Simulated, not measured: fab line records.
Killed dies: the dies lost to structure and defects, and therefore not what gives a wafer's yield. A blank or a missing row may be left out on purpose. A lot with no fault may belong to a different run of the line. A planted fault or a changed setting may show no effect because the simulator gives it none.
Which tool was responsible?	flow nand-harc	Sampling: 22 lots, 66 wafers, 6 of 1302 route steps

## WHAT EACH GAUGE READ, for each wafer
No reading from a measuring or inspecting step in the record can be judged against a usual standard deviation.

## TOOL THAT RAN EACH LOT (tool first, then ch and the chambers of the sampled wafers, then the start)
lot	NHARC_A_CONTACT_ETCH_90	NHARC_A_CONTACT_STRIP_55	NHARC_A_CONTACT_ETCH_76	NHARC_A_CONTACT_ETCH_89	NHARC_A_CONTACT_ETCH_139	NHARC_A_CONTACT_CMP_20
L074	rie-diel-01 ch 0,2,3, day 20 17:38	rie-diel-04 ch 1,2,3, day 21 09:03 or earlier	rie-diel-04 ch 0,2,3, day 21 09:03 or earlier	rie-diel-07 ch 0,1,2, day 21 09:03 or earlier	har-cap-etch-01 ch 0,1, day 21 09:03	cmp-02 ch 1,2,3, day 21 11:52
L075	rie-diel-07 ch 0,2, day 21 20:32	rie-diel-07 ch 0,3, day 22 12:37 or earlier	rie-diel-07 ch 1,2,3, day 22 12:37 or earlier	rie-diel-07 ch 2,3, day 22 12:37 or earlier	har-cap-etch-01 ch 0,1, day 22 12:37	cmp-04 ch 0,2,3, day 22 15:32
L077	rie-diel-07 ch 1,2, day 22 09:52	rie-diel-01 ch 2,3, day 23 03:56 or earlier	rie-diel-07 ch 2,3, day 23 03:56 or earlier	rie-diel-07 ch 0,3, day 23 03:56 or earlier	har-cap-etch-01 ch 0,1, day 23 03:56	cmp-03 ch 0,2,3, day 23 06:43
L076	rie-diel-01 ch 1,2,3, day 22 10:40	rie-diel-07 ch 0,3, day 23 04:53 or earlier	rie-diel-04 ch 0,1,2, day 23 04:53 or earlier	rie-diel-07 ch 1,2,3, day 23 04:53 or earlier	har-cap-etch-02 ch 0,1, day 23 04:53	cmp-04 ch 0,1,2, day 23 07:47
L078	rie-diel-04 ch 0,1, day 23 13:47	rie-diel-04 ch 1,3, day 24 08:07 or earlier	rie-diel-07 ch 1,2,3, day 24 08:07 or earlier	rie-diel-07 ch 2,3, day 24 08:07 or earlier	har-cap-etch-01 ch 0,1, day 24 08:07	cmp-03 ch 0,2, day 24 11:02
L079	rie-diel-07 ch 0,1,3, day 23 17:59	rie-diel-07 ch 0,1,2, day 24 11:29 or earlier	rie-diel-07 ch 0,2,3, day 24 11:29 or earlier	rie-diel-07 ch 1,2,3, day 24 11:29 or earlier	har-cap-etch-03 ch 0, day 24 11:29	cmp-02 ch 1,2,3, day 24 14:17
L080	rie-diel-04 ch 0,2, day 23 20:53	rie-diel-07 ch 1,3, day 24 20:40 or earlier	rie-diel-01 ch 0,2, day 24 20:40 or earlier	rie-diel-07 ch 1,2,3, day 24 20:40 or earlier	har-cap-etch-02 ch 0,1, day 24 20:40	cmp-04 ch 0,2,3, day 24 23:28
L081	rie-diel-07 ch 0,1,3, day 24 06:32	rie-diel-07 ch 0,1,3, day 25 02:07 or earlier	rie-diel-01 ch 1,2,3, day 25 02:07 or earlier	rie-diel-01 ch 0,2,3, day 25 02:07 or earlier	har-cap-etch-02 ch 0,1, day 25 02:07	cmp-03 ch 0,1,3, day 25 04:59
L082	rie-diel-07 ch 0,2,3, day 24 08:01	rie-diel-07 ch 1,2, day 25 05:43 or earlier	rie-diel-01 ch 0,1,3, day 25 05:43 or earlier	rie-diel-07 ch 0,3, day 25 05:43 or earlier	har-cap-etch-03 ch 0,1, day 25 05:43	cmp-03 ch 0,2,3, day 25 08:25
L083	rie-diel-07 ch 0,2,3, day 25 02:53	rie-diel-07 ch 1,2, day 25 18:58 or earlier	rie-diel-07 ch 0,1,3, day 25 18:58 or earlier	rie-diel-07 ch 0,2,3, day 25 18:58 or earlier	har-cap-etch-02 ch 0,1, day 25 18:58	cmp-04 ch 0,2,3, day 25 21:44
L085	rie-diel-07 ch 0,1,2, day 25 15:04	rie-diel-07 ch 0,2,3, day 26 07:24 or earlier	rie-diel-07 ch 0,2,3, day 26 07:24 or earlier	rie-diel-07 ch 0,2,3, day 26 07:24 or earlier	har-cap-etch-02 ch 0,1, day 26 07:24	cmp-04 ch 1,2,3, day 26 10:13
L084	rie-diel-07 ch 0,1,3, day 25 15:52	rie-diel-07 ch 0,2,3, day 26 09:24 or earlier	rie-diel-04 ch 0,3, day 26 09:24 or earlier	rie-diel-07 ch 1,2, day 26 09:24 or earlier	har-cap-etch-01 ch 0,1, day 26 09:24	cmp-03 ch 1,2, day 26 12:11
L086	rie-diel-07 ch 0,2,3, day 26 12:35	rie-diel-07 ch 1,2, day 27 04:13 or earlier	rie-diel-07 ch 0,2,3, day 27 04:13 or earlier	rie-diel-07 ch 0,1,3, day 27 04:13 or earlier	har-cap-etch-02 ch 0,1, day 27 04:13	cmp-04 ch 0,1, day 27 07:14
L087	rie-diel-01 ch 0,3, day 26 12:52	rie-diel-01 ch 0,1,3, day 27 05:40 or earlier	rie-diel-04 ch 1,3, day 27 05:40 or earlier	rie-diel-01 ch 0,2,3, day 27 05:40 or earlier	har-cap-etch-01 ch 0,1, day 27 05:40	cmp-04 ch 0,1, day 27 08:34
L089	rie-diel-07 ch 0,1,2, day 27 17:21	rie-diel-04 ch 0,3, day 28 13:30 or earlier	rie-diel-07 ch 1,2,3, day 28 13:30 or earlier	rie-diel-07 ch 1,2, day 28 13:30 or earlier	har-cap-etch-01 ch 0,1, day 28 13:30	cmp-02 ch 1,2,3, day 28 16:22
L088	rie-diel-07 ch 0,1,2, day 27 23:37	rie-diel-01 ch 2,3, day 28 15:43 or earlier	rie-diel-01 ch 1,3, day 28 15:43 or earlier	rie-diel-04 ch 0,1,3, day 28 15:43 or earlier	har-cap-etch-01 ch 0,1, day 28 15:43	cmp-04 ch 0,2,3, day 28 18:29
L090	rie-diel-01 ch 1,3, day 28 05:39	rie-diel-04 ch 0,2,3, day 29 00:47 or earlier	rie-diel-01 ch 0,2,3, day 29 00:47 or earlier	rie-diel-01 ch 1,3, day 29 00:47 or earlier	har-cap-etch-02 ch 0,1, day 29 00:47	cmp-02 ch 1,2,3, day 29 03:35
L091	rie-diel-04 ch 0,2,3, day 28 09:40	rie-diel-01 ch 1,2,3, day 29 01:14 or earlier	rie-diel-04 ch 0,1,3, day 29 01:14 or earlier	rie-diel-07 ch 1,2,3, day 29 01:14 or earlier	har-cap-etch-03 ch 0,1, day 29 01:14	cmp-03 ch 1,2,3, day 29 04:06
L092	rie-diel-01 ch 2,3, day 28 15:00	rie-diel-07 ch 0,1,3, day 29 06:38 or earlier	rie-diel-04 ch 0,1,3, day 29 06:38 or earlier	rie-diel-07 ch 0,2,3, day 29 06:38 or earlier	har-cap-etch-01 ch 0,1, day 29 06:38	cmp-04 ch 0,2,3, day 29 09:28
L093	rie-diel-07 ch 1,2, day 29 13:29	rie-diel-01 ch 0,2, day 30 05:03 or earlier	rie-diel-07 ch 0,2,3, day 30 05:03 or earlier	rie-diel-07 ch 0,2,3, day 30 05:03 or earlier	har-cap-etch-03 ch 0,1, day 30 05:03	cmp-02 ch 0,1,2, day 30 07:58
L095	rie-diel-01 ch 0,2, day 30 10:23	rie-diel-07 ch 0,3, day 31 03:56 or earlier	rie-diel-07 ch 0,1, day 31 03:56 or earlier	rie-diel-07 ch 0,2,3, day 31 03:56 or earlier	har-cap-etch-02 ch 0,1, day 31 03:56	cmp-04 ch 0,3, day 31 06:52
L097	rie-diel-07 ch 0,1,3, day 30 17:22	rie-diel-07 ch 0,2, day 31 09:47 or earlier	rie-diel-07 ch 1,2, day 31 09:47 or earlier	rie-diel-01 ch 0,1,2, day 31 09:47 or earlier	har-cap-etch-01 ch 0, day 31 09:47	cmp-02 ch 0,2, day 31 13:26
- NHARC_A_CONTACT_ETCH_90: etches the open film in CH3F/O2, target depth 40 nm, time 85.7 s.
- NHARC_A_CONTACT_STRIP_55: strips in O2.
- NHARC_A_CONTACT_ETCH_76: etches the open film in N2/H2, target depth 260 nm, time 475.3 s.
- NHARC_A_CONTACT_ETCH_89: etches the open film in N2/H2, target depth 260 nm, time 475.3 s.
- NHARC_A_CONTACT_ETCH_139: etches the open film in C4F8/O2/Ar, time 195 s, target depth 840 nm.
- NHARC_A_CONTACT_CMP_20: polishes, t overpolish 30 s, target thk 300 nm.

## AS READ BY THE TOOLS THEMSELVES (means over the sampled wafers that have a number; for cases with no such wafer, the mark the record gives instead)
NHARC_A_CONTACT_ETCH_90. Usual: drypump-motor-current-A 5.6 A, standard deviation 0.36; oes-product-au 0.96 a.u., standard deviation 0.035; rf-vpp-V 243.8 V, standard deviation 1.6; showerhead-plenum-p-Torr 2.42 Torr, standard deviation 0.093; throttle-valve-pct 20.664 %, standard deviation 0.0088.
lot	tool	drypump-motor-current-A (A)	oes-product-au (a.u.)	rf-vpp-V (V)	showerhead-plenum-p-Torr (Torr)	throttle-valve-pct (%)	flag
L074	rie-diel-01	6.0	1.00	243.1	2.37	20.665	
L075	rie-diel-07	5.6	1.01	244.0	2.39	20.660	
L077	rie-diel-07	5.3	0.94	243.9	2.44	20.667	
L076	rie-diel-01	5.8	0.92	243.4	2.37	20.663	
L078	rie-diel-04	5.6	0.99	244.1	2.47	20.669	
L079	rie-diel-07	5.5	0.94	242.9	2.39	20.664	
L080	rie-diel-04	5.4	0.98	244.4	2.45	20.661	
L081	rie-diel-07	5.5	1.01	242.8	2.39	20.663	
L082	rie-diel-07	5.5	1.00	244.1	2.42	20.664	
L083	rie-diel-07	5.5	0.93	243.1	2.41	20.664	
L085	rie-diel-07	5.5	0.92	243.7	2.39	20.668	
L084	rie-diel-07	5.5	1.00	243.2	2.39	20.662	
L086	rie-diel-07	5.5	1.00	243.6	2.41	20.674	
L087	rie-diel-01	6.3	0.92	243.8	2.42	20.671	
L089	rie-diel-07	5.5	0.96	243.2	2.39	20.657	
L088	rie-diel-07	5.5	0.93	243.3	2.39	20.662	
L090	rie-diel-01	6.2	0.93	242.5	2.30	20.672	
L091	rie-diel-04	5.7	0.92	244.8	2.49	20.660	
L092	rie-diel-01	6.2	1.00	243.1	2.37	20.661	
L093	rie-diel-07	5.3	0.96	243.8	2.43	20.667	
L095	rie-diel-01	5.7	0.93	246.0	2.58	20.664	
L097	rie-diel-07	5.5	1.01	243.7	2.38	20.658	

NHARC_A_CONTACT_STRIP_55. Usual: drypump-motor-current-A 5.6 A, standard deviation 0.36; oes-product-au 1.000 a.u., standard deviation 0.0077; rf-vpp-V 57.7 V, standard deviation 0.89; showerhead-plenum-p-Torr 3.48 Torr, standard deviation 0.13; throttle-valve-pct 17.037 %, standard deviation 0.0086.
lot	tool	drypump-motor-current-A (A)	oes-product-au (a.u.)	rf-vpp-V (V)	showerhead-plenum-p-Torr (Torr)	throttle-valve-pct (%)	flag
L074	rie-diel-04	5.8	0.997	57.4	3.65	17.035	
L075	rie-diel-07	5.5	1.002	57.3	3.47	17.046	
L077	rie-diel-01	6.2	0.997	58.8	3.42	17.040	
L076	rie-diel-07	5.5	1.004	58.3	3.47	17.039	
L078	rie-diel-04	6.0	0.991	57.8	3.64	17.039	
L079	rie-diel-07	5.5	1.005	56.5	3.45	17.034	
L080	rie-diel-07	5.4	0.998	58.3	3.45	17.039	
L081	rie-diel-07	5.5	1.007	58.0	3.43	17.040	
L082	rie-diel-07	5.3	0.991	58.0	3.50	17.029	
L083	rie-diel-07	5.3	1.006	57.3	3.50	17.031	
L085	rie-diel-07	5.5	1.006	58.1	3.47	17.038	
L084	rie-diel-07	5.5	1.010	57.8	3.47	17.030	
L086	rie-diel-07	5.4	1.006	57.5	3.46	17.036	
L087	rie-diel-01	5.9	0.999	57.8	3.47	17.046	
L089	rie-diel-04	5.7	0.992	58.7	3.53	17.043	
L088	rie-diel-01	5.9	0.996	57.7	3.48	17.040	
L090	rie-diel-04	5.7	0.994	57.9	3.57	17.032	
L091	rie-diel-01	5.8	0.999	57.5	3.39	17.031	
L092	rie-diel-07	5.5	1.009	57.2	3.43	17.049	
L093	rie-diel-01	5.6	0.996	58.4	3.63	17.034	
L095	rie-diel-07	5.7	1.003	57.3	3.40	17.041	
L097	rie-diel-07	5.7	1.003	57.3	3.41	17.039	

NHARC_A_CONTACT_ETCH_76. Usual: drypump-motor-current-A 5.6 A, standard deviation 0.35; oes-product-au 1.000 a.u., standard deviation 0.0075; rf-vpp-V 430.1 V, standard deviation 2.7; showerhead-plenum-p-Torr 2.02 Torr, standard deviation 0.09; throttle-valve-pct 14.171 %, standard deviation 0.0088.
lot	tool	drypump-motor-current-A (A)	oes-product-au (a.u.)	rf-vpp-V (V)	showerhead-plenum-p-Torr (Torr)	throttle-valve-pct (%)	flag
L074	rie-diel-04	5.7	0.985	432.4	2.09	14.165	
L075	rie-diel-07	5.3	1.003	430.0	2.02	14.164	
L077	rie-diel-07	5.3	1.004	430.4	2.04	14.169	
L076	rie-diel-04	5.5	0.994	431.0	2.04	14.174	
L078	rie-diel-07	5.3	1.010	430.3	2.02	14.169	
L079	rie-diel-07	5.5	0.993	429.0	2.00	14.173	
L080	rie-diel-01	5.6	1.001	429.0	2.00	14.173	
L081	rie-diel-01	5.8	0.992	428.7	1.96	14.164	
L082	rie-diel-01	5.8	0.998	429.7	2.01	14.168	
L083	rie-diel-07	5.5	1.003	429.0	1.98	14.171	
L085	rie-diel-07	5.4	1.007	429.7	2.00	14.181	
L084	rie-diel-04	6.0	1.002	433.0	2.12	14.165	
L086	rie-diel-07	5.5	1.005	428.6	2.00	14.176	
L087	rie-diel-04	6.1	1.004	434.3	2.15	14.169	
L089	rie-diel-07	5.3	0.995	429.0	2.01	14.172	
L088	rie-diel-01	5.6	0.999	427.1	1.89	14.178	
L090	rie-diel-01	6.0	1.006	431.5	2.06	14.171	
L091	rie-diel-04	5.8	0.998	431.3	2.07	14.173	
L092	rie-diel-04	5.8	0.997	431.8	2.07	14.176	
L093	rie-diel-07	5.5	1.002	429.7	2.00	14.164	
L095	rie-diel-07	5.7	1.009	427.7	1.94	14.175	
L097	rie-diel-07	5.3	1.009	429.9	2.02	14.169	

NHARC_A_CONTACT_ETCH_89. Usual: drypump-motor-current-A 5.5 A, standard deviation 0.33; oes-product-au 1.003 a.u., standard deviation 0.0065; rf-vpp-V 429.7 V, standard deviation 2.2; showerhead-plenum-p-Torr 2.01 Torr, standard deviation 0.078; throttle-valve-pct 14.172 %, standard deviation 0.0093.
lot	tool	drypump-motor-current-A (A)	oes-product-au (a.u.)	rf-vpp-V (V)	showerhead-plenum-p-Torr (Torr)	throttle-valve-pct (%)	flag
L074	rie-diel-07	5.5	1.010	429.6	1.99	14.174	
L075	rie-diel-07	5.3	0.999	430.8	2.04	14.180	
L077	rie-diel-07	5.5	1.007	430.2	2.00	14.173	
L076	rie-diel-07	5.3	1.009	430.2	2.02	14.175	
L078	rie-diel-07	5.3	1.007	429.7	2.03	14.184	
L079	rie-diel-07	5.3	1.006	430.0	2.01	14.168	
L080	rie-diel-07	5.3	1.004	429.8	2.01	14.173	
L081	rie-diel-01	5.9	0.995	430.6	2.07	14.177	
L082	rie-diel-07	5.5	1.003	429.6	1.99	14.173	
L083	rie-diel-07	5.5	0.998	429.5	2.00	14.172	
L085	rie-diel-07	5.5	1.004	429.6	2.00	14.174	
L084	rie-diel-07	5.3	1.003	429.8	2.02	14.172	
L086	rie-diel-07	5.5	1.006	428.8	1.98	14.184	
L087	rie-diel-01	5.9	0.998	429.7	2.06	14.167	
L089	rie-diel-07	5.3	1.003	429.6	2.02	14.167	
L088	rie-diel-04	5.8	0.998	431.2	2.07	14.157	
L090	rie-diel-01	5.7	0.999	426.2	1.89	14.169	
L091	rie-diel-07	5.3	1.007	430.3	2.01	14.165	
L092	rie-diel-07	5.5	1.011	429.2	2.00	14.170	
L093	rie-diel-07	5.4	0.994	428.8	2.00	14.176	
L095	rie-diel-07	5.4	1.009	428.7	1.99	14.173	
L097	rie-diel-01	5.5	0.998	431.0	2.04	14.176	

NHARC_A_CONTACT_CMP_20. Usual: motor-current-A 11.8 A, standard deviation 1.2; overpolish-run-s 29.999 s, standard deviation 0.0082; retaining-ring-pressure-frac 1.000, standard deviation 0.0051; slurry-flow-ml-min 150.0, standard deviation 0.45; time-to-endpoint-s 59.8 s, standard deviation 2.6.
lot	tool	motor-current-A (A)	overpolish-run-s (s)	retaining-ring-pressure-frac	slurry-flow-ml-min	time-to-endpoint-s (s)	flag
L074	cmp-02	12.7	30.001	0.993	150.0	59.9	
L075	cmp-04	10.6	29.991	0.996	150.3	62.9	
L077	cmp-03	12.2	29.997	1.001	149.8	56.7	
L076	cmp-04	11.3	29.994	0.995	149.7	66.6	
L078	cmp-03	11.7	30.002	0.999	149.6	59.0	
L079	cmp-02	12.9	29.999	1.001	150.0	60.8	
L080	cmp-04	10.5	29.994	1.007	149.9	62.8	
L081	cmp-03	12.0	29.994	0.999	150.3	60.5	
L082	cmp-03	12.2	30.008	1.000	149.5	58.3	
L083	cmp-04	10.7	29.994	1.001	150.0	59.6	
L085	cmp-04	10.8	30.000	0.997	150.1	58.6	
L084	cmp-03	11.8	29.997	0.993	149.7	58.3	
L086	cmp-04	11.9	29.999	0.997	150.3	61.8	
L087	cmp-04	12.2	30.005	0.997	149.9	60.1	
L089	cmp-02	13.0	29.999	1.001	149.9	57.3	
L088	cmp-04	10.5	29.999	1.002	149.4	61.2	
L090	cmp-02	12.3	29.992	1.000	150.0	58.7	
L091	cmp-03	11.9	29.994	1.002	149.8	61.4	
L092	cmp-04	10.2	29.996	1.007	150.1	58.6	
L093	cmp-02	13.7	29.998	0.999	150.1	59.4	
L095	cmp-04	10.7	29.991	1.002	150.0	61.7	
L097	cmp-02	13.5	29.997	1.002	150.2	57.6	

## THE ANSWER, worked out from the rows above alone
Rule: take the mean of a lot's wafers that have a number; if it is more than 3 standard deviations from the usual mean, the lot is off. A lot without any number at a reading at which 4 lots or more have one is off too. The other lots that the step has rows for count as sound. First the gauges in route order, then the tools' own readings, where a lot's mean is used as printed above. At the first step where some lot is off, the reading lying furthest off is the one used; lots without a number count as furthest.
None of the lots is off at any reading shown; this tells nothing.

## WHAT HAD BEEN PUT IN BY THE SIMULATOR
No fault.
